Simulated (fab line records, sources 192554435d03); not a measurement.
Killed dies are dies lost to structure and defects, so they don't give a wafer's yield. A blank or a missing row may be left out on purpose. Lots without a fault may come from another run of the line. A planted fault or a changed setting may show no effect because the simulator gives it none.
Chamber matching | flow n5_finfet | N5_BEOL_M10_CURE_72 on uv_cure-02: 3 sister chambers
The step cures SiCOH lowk, time 120 s. 6 wafers are shown with their chamber, then 9 later ones without.

WAFERS WITH THEIR CHAMBER
wafer  | chamber | wafer_temp_C_max | lamp_power_pct (%)
L079.4 | 0       | 371.8            | 52.34
L079.6 | 0       | 371.6            | 52.30
L080.2 | 1       | 371.6            | 52.29
L080.4 | 1       | 371.6            | 52.26
L086.3 | 2       | 372.2            | 52.37
L086.5 | 2       | 372.0            | 52.32

WAFERS WITHOUT THEIR CHAMBER
wafer  | wafer_temp_C_max | lamp_power_pct (%)
L087.2 | 371.4            | 52.37
L087.3 | 371.8            | 52.37
L087.4 | 371.1            | 52.31
L095.1 | 371.1            | 52.36
L095.2 | 372.4            | 52.29
L095.3 | 371.6            | 52.35
L094.2 | 372.1            | 52.28
L094.4 | 371.4            | 52.34
L094.5 | 371.7            | 52.29

WHICH CHAMBER EACH WENT THROUGH
wafer  | from the rows above          | in truth
L087.2 | can't be placed: 0 or 1      | 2
L087.3 | can't be placed: 0 or 2 or 1 | 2
L087.4 | can't be placed: 1 or 0      | 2
L095.1 | can't be placed: 1 or 0      | 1
L095.2 | 2                            | 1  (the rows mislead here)
L095.3 | can't be placed: 0 or 1      | 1
L094.2 | can't be placed: 2 or 0      | 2
L094.4 | can't be placed: 0 or 1      | 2
L094.5 | can't be placed: 1 or 0      | 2
Placed correctly: 0 of 9. Can't be placed from these rows: 8 (the true chamber is among the candidates in 4). Placed wrongly: 1.
How it was worked out, from the rows above alone: a wafer's distance from a chamber is the root of the sum, over the readings, of the square of ((its reading less the chamber's mean) divided by the reading's scatter). The wafer belongs to the nearest chamber; if the next one is less than 2 further off, it can't be placed. A chamber's mean is the mean of its shown wafers. The scatter: the root of (the sum of the squares of (reading less its chamber's mean) over the shown wafers, divided by (wafers less chambers)).
